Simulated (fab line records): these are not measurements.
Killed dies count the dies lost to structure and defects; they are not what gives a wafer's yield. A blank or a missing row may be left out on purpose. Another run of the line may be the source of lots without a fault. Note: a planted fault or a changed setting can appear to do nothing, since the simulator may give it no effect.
Which of the tools did it?	flow n5 finfet	24 lots, 72 wafers sampled, at 6 steps of a route of 1938

## WHAT THE GAUGES READ, wafer by wafer
The record holds no reading of a measuring or inspecting step that can be judged against a usual standard deviation.

## EACH LOT AND THE TOOL THAT RAN IT (in order: tool; ch and the chambers of the sampled wafers; start)
lot	N5_BEOL_M0_SAQP_CUT_ETCH_46	N5_BEOL_M0_SAQP_ETCH_49	N5_BEOL_M0_CUTY_ETCH_63	N5_BEOL_M0_DEGAS_112	N5_BEOL_M0_SURFACE_TREAT_137	N5_BEOL_M0_SPUTTER_116
L074	rie diel-02 ch 0,2,3, day 6 00:22	rie diel-02 ch 1,2, day 6 01:14	rie diel-03 ch 0,3, day 6 01:55	pvd sputter-03, day 6 05:57	pvd sputter-01, day 6 06:17	pvd sputter-01, day 6 06:31
L075	rie diel-02 ch 2,3, day 6 04:07	rie diel-01 ch 1,2, day 6 05:15	rie diel-05 ch 0,2,3, day 6 05:47	pvd sputter-01, day 6 08:53	pvd sputter-01, day 6 09:14	pvd sputter-03, day 6 09:32
L076	rie diel-02 ch 0,3, day 6 07:27	rie diel-01 ch 2,3, day 6 08:10	rie diel-03 ch 1,2, day 6 09:22	pvd sputter-02, day 6 13:34	pvd sputter-03, day 6 13:55	pvd sputter-02, day 6 14:14
L078	rie diel-02 ch 0,2,3, day 6 13:59	rie diel-02 ch 0,3, day 6 15:05	rie diel-05 ch 0,3, day 6 15:46	pvd sputter-02, day 6 19:55	pvd sputter-01, day 6 20:23	pvd sputter-02, day 6 22:22
L077	rie diel-01 ch 2,3, day 6 18:53	rie diel-02 ch 0,2, day 6 19:44	rie diel-03 ch 0,1,2, day 6 20:18	pvd sputter-02, day 6 23:42	pvd sputter-02, day 7 00:17	pvd sputter-02, day 7 00:38
L079	rie diel-01 ch 1,2,3, day 7 02:06	rie diel-01 ch 1,2,3, day 7 02:50	rie diel-03 ch 0,1,2, day 7 03:29	pvd sputter-02, day 7 06:43	pvd sputter-03, day 7 07:13	pvd sputter-02, day 7 07:26
L080	rie diel-06 ch 0,1,2, day 7 04:10	rie diel-01 ch 1,2, day 7 04:53	rie diel-04 ch 0,2, day 7 05:26	pvd sputter-02, day 7 07:16	pvd sputter-02, day 7 07:55	pvd sputter-02, day 7 08:08
L081	rie diel-01 ch 1,2,3, day 7 11:42	rie diel-06 ch 0,3, day 7 12:43	rie diel-04 ch 0,1, day 7 13:15	pvd sputter-02, day 7 16:17	pvd sputter-02, day 7 16:44	pvd sputter-01, day 7 17:10
L082	rie diel-02 ch 0,1,3, day 7 16:49	rie diel-01 ch 1,2, day 7 17:43	rie diel-04 ch 0,2, day 7 18:22	pvd sputter-01, day 7 22:34	pvd sputter-02, day 7 22:55	pvd sputter-02, day 7 23:08
L083	rie diel-01 ch 1,2,3, day 7 18:36	rie diel-01 ch 1,2,3, day 7 19:20	rie diel-03 ch 0,1,2, day 7 20:07	pvd sputter-02, day 7 22:50	pvd sputter-02, day 7 23:34	pvd sputter-03, day 7 23:47
L084	rie diel-02 ch 0,2,3, day 8 05:43	rie diel-01 ch 1,2,3, day 8 06:35	rie diel-04 ch 0,1,2, day 8 07:08	pvd sputter-01, day 8 08:50	pvd sputter-02, day 8 09:11	pvd sputter-01, day 8 09:40
L085	rie diel-01 ch 0,1,3, day 8 10:58	rie diel-01 ch 0,1,3, day 8 11:41	rie diel-05 ch 0,2,3, day 8 12:14	pvd sputter-01, day 8 14:20	pvd sputter-01, day 8 14:58	pvd sputter-01, day 8 15:29
L086	rie diel-01 ch 0,1,2, day 8 21:43	rie diel-01 ch 0,1,3, day 8 23:17	rie diel-04 ch 0,1,3, day 9 00:03	pvd sputter-01, day 9 01:28	pvd sputter-03, day 9 01:50	pvd sputter-01, day 9 02:09
L087	rie diel-06 ch 1,2, day 9 00:39	rie diel-02 ch 1,2, day 9 01:32	rie diel-03 ch 0,2, day 9 02:12	pvd sputter-02, day 9 05:00	pvd sputter-01, day 9 05:21	pvd sputter-03, day 9 06:31
L088	rie diel-02 ch 0,2,3, day 9 08:47	rie diel-02 ch 0,1,3, day 9 09:30	rie diel-04 ch 1,3, day 9 10:28	pvd sputter-03, day 9 17:08	pvd sputter-01, day 9 17:33	pvd sputter-02, day 9 17:43
L089	rie diel-06 ch 0,3, day 9 11:20	rie diel-02 ch 0,2,3, day 9 12:11	rie diel-05 ch 1,2, day 9 12:50	pvd sputter-01, day 9 14:43	pvd sputter-01, day 9 15:14	pvd sputter-02, day 9 15:23
L090	rie diel-02 ch 0,2, day 9 19:24	rie diel-02 ch 0,2, day 9 20:07	rie diel-05 ch 0,1, day 9 21:17	pvd sputter-01, day 10 01:09	pvd sputter-01, day 10 03:15	pvd sputter-01, day 10 03:26
L091	rie diel-06 ch 1,2,3, day 9 22:20	rie diel-06 ch 1,2, day 9 23:11	rie diel-03 ch 0,1, day 9 23:53	pvd sputter-03, day 10 05:12	pvd sputter-02, day 10 05:37	pvd sputter-02, day 10 06:03
L092	rie diel-06 ch 0,2, day 10 10:05	rie diel-06 ch 0,1,2, day 10 10:58	rie diel-03 ch 0,1,2, day 10 11:38	pvd sputter-03, day 10 13:32	pvd sputter-03, day 10 13:59	pvd sputter-02, day 10 14:55
L093	rie diel-02 ch 1,3, day 10 17:57	rie diel-02 ch 0,1,2, day 10 18:47	rie diel-03 ch 1,2,3, day 10 19:19	pvd sputter-03, day 10 20:43	pvd sputter-01, day 10 21:02	pvd sputter-01, day 10 21:17
L094	rie diel-01 ch 1,2, day 10 22:41	rie diel-01 ch 0,1,2, day 10 23:34	rie diel-03 ch 0,2,3, day 11 00:23	pvd sputter-03, day 11 04:57	pvd sputter-01, day 11 05:20	pvd sputter-03, day 11 05:41
L095	rie diel-01 ch 0,1,3, day 11 05:51	rie diel-06 ch 0,1,2, day 11 06:34	rie diel-05 ch 0,1,2, day 11 07:07	pvd sputter-03, day 11 08:57	pvd sputter-03, day 11 09:23	pvd sputter-03, day 11 09:38
L096	rie diel-06 ch 1,2, day 11 09:11	rie diel-06 ch 1,3, day 11 10:04	rie diel-05 ch 0,1,2, day 11 10:43	pvd sputter-02, day 11 14:49	pvd sputter-03, day 11 15:22	pvd sputter-02, day 11 15:32
L097	rie diel-02 ch 0,2,3, day 11 13:59	rie diel-06 ch 0,1,3, day 11 14:46	rie diel-03 ch 1,2,3, day 11 15:25	pvd sputter-01, day 11 19:46	pvd sputter-02, day 11 21:29	pvd sputter-01, day 11 21:41
- N5_BEOL_M0_SAQP_CUT_ETCH_46: etches SOC in N2/H2, target depth 135 nm, overetch 27 nm, time 202.5 s.
- N5_BEOL_M0_SAQP_ETCH_49: etches SiO2 in CF4/O2, target depth 37 nm.
- N5_BEOL_M0_CUTY_ETCH_63: etches SOC in N2/H2, target depth 82.7 nm, overetch 16.5 nm, time 124 s.
- N5_BEOL_M0_DEGAS_112: time 60 s.
- N5_BEOL_M0_SURFACE_TREAT_137
- N5_BEOL_M0_SPUTTER_116: material Cu, target thk 4 nm, time 7.37 s.

## AS READ BY THE TOOLS THEMSELVES (means over the sampled wafers that have a number; for cases with no such wafer, the mark the record gives instead)
N5_BEOL_M0_SAQP_CUT_ETCH_46. Usual: drypump motor current A 5.8 A, standard deviation 0.44; rf vpp V 523.5 V, standard deviation 2.2; showerhead plenum p Torr 2.53 Torr, standard deviation 0.071; throttle valve pct 17.82 %, standard deviation 0.28.
lot	tool	drypump motor current A (A)	rf vpp V (V)	showerhead plenum p Torr (Torr)	throttle valve pct (%)	flag
L074	rie diel-02	5.8	524.2	2.57	17.82	
L075	rie diel-02	6.1	526.6	2.62	17.92	
L076	rie diel-02	5.4	522.5	2.51	17.72	
L078	rie diel-02	5.8	524.8	2.57	17.82	
L077	rie diel-01	6.1	521.4	2.48	17.77	
L079	rie diel-01	5.8	522.0	2.48	17.73	
L080	rie diel-06	5.8	523.6	2.51	17.86	
L081	rie diel-01	5.8	522.3	2.47	17.73	
L082	rie diel-02	5.7	523.1	2.52	18.00	
L083	rie diel-01	5.9	520.8	2.47	17.74	
L084	rie diel-02	5.8	525.1	2.56	17.86	
L085	rie diel-01	6.0	521.3	2.44	17.48	
L086	rie diel-01	5.9	522.4	2.48	17.63	
L087	rie diel-06	5.7	523.3	2.53	17.65	
L088	rie diel-02	5.8	524.8	2.56	17.88	
L089	rie diel-06	5.3	524.7	2.58	17.94	
L090	rie diel-02	5.3	524.3	2.52	17.80	
L091	rie diel-06	5.6	524.9	2.56	17.88	
L092	rie diel-06	5.8	522.5	2.49	17.81	
L093	rie diel-02	6.0	523.6	2.52	18.03	
L094	rie diel-01	5.6	521.2	2.46	17.72	
L095	rie diel-01	6.0	520.9	2.44	17.52	
L096	rie diel-06	6.0	524.0	2.51	17.90	
L097	rie diel-02	5.8	524.3	2.55	17.90	

N5_BEOL_M0_SAQP_ETCH_49. Usual: drypump motor current A 5.8 A, standard deviation 0.42; oes_f_703_au 0.79 a.u., standard deviation 0.076; oes product au 0.79 a.u., standard deviation 0.078; rf vpp V 241 V, standard deviation 4.3; showerhead plenum p Torr 2.19 Torr, standard deviation 0.054; throttle valve pct 15.86 %, standard deviation 0.25.
lot	tool	drypump motor current A (A)	oes_f_703_au (a.u.)	oes product au (a.u.)	rf vpp V (V)	showerhead plenum p Torr (Torr)	throttle valve pct (%)	flag
L074	rie diel-02	5.9	0.70	0.71	241	2.21	16.29	
L075	rie diel-01	5.6	0.78	0.78	237	2.15	15.74	
L076	rie diel-01	6.0	0.80	0.79	244	2.18	15.82	
L078	rie diel-02	5.4	0.88	0.88	245	2.18	15.72	
L077	rie diel-02	5.7	0.79	0.79	242	2.24	15.95	
L079	rie diel-01	5.8	0.78	0.77	241	2.15	15.76	
L080	rie diel-01	5.8	0.79	0.78	239	2.18	15.83	
L081	rie diel-06	5.3	0.73	0.72	238	2.25	16.18	
L082	rie diel-01	5.6	0.76	0.76	236	2.14	15.77	
L083	rie diel-01	5.8	0.77	0.77	241	2.15	15.79	
L084	rie diel-01	5.8	0.77	0.76	241	2.15	15.78	
L085	rie diel-01	6.0	0.83	0.83	240	2.13	15.62	
L086	rie diel-01	6.0	0.82	0.82	241	2.13	15.62	
L087	rie diel-02	5.9	0.69	0.70	241	2.21	16.32	
L088	rie diel-02	5.7	0.78	0.80	243	2.18	16.01	
L089	rie diel-02	5.8	0.80	0.80	243	2.21	15.90	
L090	rie diel-02	5.3	0.81	0.80	242	2.19	15.88	
L091	rie diel-06	5.7	0.73	0.72	244	2.20	15.76	
L092	rie diel-06	5.8	0.79	0.79	242	2.19	15.89	
L093	rie diel-02	5.6	0.84	0.85	241	2.20	15.96	
L094	rie diel-01	5.8	0.81	0.81	238	2.15	15.71	
L095	rie diel-06	5.8	0.78	0.78	241	2.19	15.89	
L096	rie diel-06	5.3	0.73	0.72	240	2.24	15.94	
L097	rie diel-06	5.4	0.78	0.77	241	2.21	15.86	

N5_BEOL_M0_CUTY_ETCH_63. Usual: drypump motor current A 5.6 A, standard deviation 0.58; oes product au 0.66 a.u., standard deviation 0.068; rf vpp V 523 V, standard deviation 3.2; showerhead plenum p Torr 2.52 Torr, standard deviation 0.11; throttle valve pct 17.83 %, standard deviation 0.23.
lot	tool	drypump motor current A (A)	oes product au (a.u.)	rf vpp V (V)	showerhead plenum p Torr (Torr)	throttle valve pct (%)	flag
L074	rie diel-03	5.4	0.65	519	2.38	17.89	
L075	rie diel-05	5.3	0.66	523	2.51	17.85	
L076	rie diel-03	5.3	0.73	524	2.55	17.78	
L078	rie diel-05	5.0	0.65	522	2.47	17.76	
L077	rie diel-03	5.5	0.69	524	2.53	17.90	
L079	rie diel-03	5.5	0.68	523	2.53	17.90	
L080	rie diel-04	6.3	0.64	525	2.62	17.59	
L081	rie diel-04	6.4	0.70	527	2.69	17.56	
L082	rie diel-04	6.0	0.60	524	2.55	17.59	
L083	rie diel-03	5.5	0.67	523	2.53	17.92	
L084	rie diel-04	6.1	0.65	526	2.62	17.56	
L085	rie diel-05	5.3	0.64	522	2.50	17.89	
L086	rie diel-04	6.2	0.72	527	2.68	17.63	
L087	rie diel-03	5.0	0.73	522	2.49	17.70	
L088	rie diel-04	6.0	0.75	527	2.69	17.66	
L089	rie diel-05	5.9	0.66	523	2.49	17.92	
L090	rie diel-05	5.6	0.65	522	2.45	17.82	
L091	rie diel-03	6.0	0.59	525	2.55	18.17	
L092	rie diel-03	5.5	0.65	524	2.52	17.95	
L093	rie diel-03	5.5	0.62	521	2.48	17.95	
L094	rie diel-03	5.2	0.66	520	2.43	17.85	
L095	rie diel-05	5.6	0.64	523	2.48	17.91	
L096	rie diel-05	5.7	0.64	522	2.48	17.91	
L097	rie diel-03	5.5	0.62	522	2.47	17.98	

N5_BEOL_M0_DEGAS_112. Usual: heater power w 324 W, standard deviation 39.
lot	tool	heater power w (W)	flag
L074	pvd sputter-03	304	
L075	pvd sputter-01	364	
L076	pvd sputter-02	311	
L078	pvd sputter-02	303	
L077	pvd sputter-02	309	
L079	pvd sputter-02	316	
L080	pvd sputter-02	302	
L081	pvd sputter-02	315	
L082	pvd sputter-01	358	
L083	pvd sputter-02	319	
L084	pvd sputter-01	351	
L085	pvd sputter-01	345	
L086	pvd sputter-01	322	
L087	pvd sputter-02	359	
L088	pvd sputter-03	300	
L089	pvd sputter-01	319	
L090	pvd sputter-01	374	
L091	pvd sputter-03	306	
L092	pvd sputter-03	305	
L093	pvd sputter-03	305	
L094	pvd sputter-03	300	
L095	pvd sputter-03	300	
L096	pvd sputter-02	361	
L097	pvd sputter-01	329	

N5_BEOL_M0_SPUTTER_116. Usual: throttle valve pct 29.8 %, standard deviation 0.96.
lot	tool	throttle valve pct (%)	flag
L074	pvd sputter-01	29.3	
L075	pvd sputter-03	30.6	
L076	pvd sputter-02	29.6	
L078	pvd sputter-02	29.2	
L077	pvd sputter-02	29.3	
L079	pvd sputter-02	29.6	
L080	pvd sputter-02	29.6	
L081	pvd sputter-01	30.0	
L082	pvd sputter-02	29.5	
L083	pvd sputter-03	30.4	
L084	pvd sputter-01	30.1	
L085	pvd sputter-01	29.5	
L086	pvd sputter-01	30.1	
L087	pvd sputter-03	30.0	
L088	pvd sputter-02	29.7	
L089	pvd sputter-02	30.0	
L090	pvd sputter-01	28.4	
L091	pvd sputter-02	29.7	
L092	pvd sputter-02	29.6	
L093	pvd sputter-01	29.1	
L094	pvd sputter-03	29.7	
L095	pvd sputter-03	30.4	
L096	pvd sputter-02	29.6	
L097	pvd sputter-01	29.3	

## THE ANSWER, worked out from the rows above alone
Rule: a lot counts as off when the mean over its wafers that have a number is more than 3 standard deviations away from the usual mean. A lot without any number at a reading at which 4 lots or more have one is off too. Any other lot the step has rows for is counted as sound. First the gauges in route order, then the tools' own readings, where a lot's mean is used as printed above. At the first step where some lot is off, the reading lying furthest off is the one used; lots without a number count as furthest.
No lot is off at any reading shown: from this, nothing can be told.

## WHAT THE SIMULATOR HAD PUT IN
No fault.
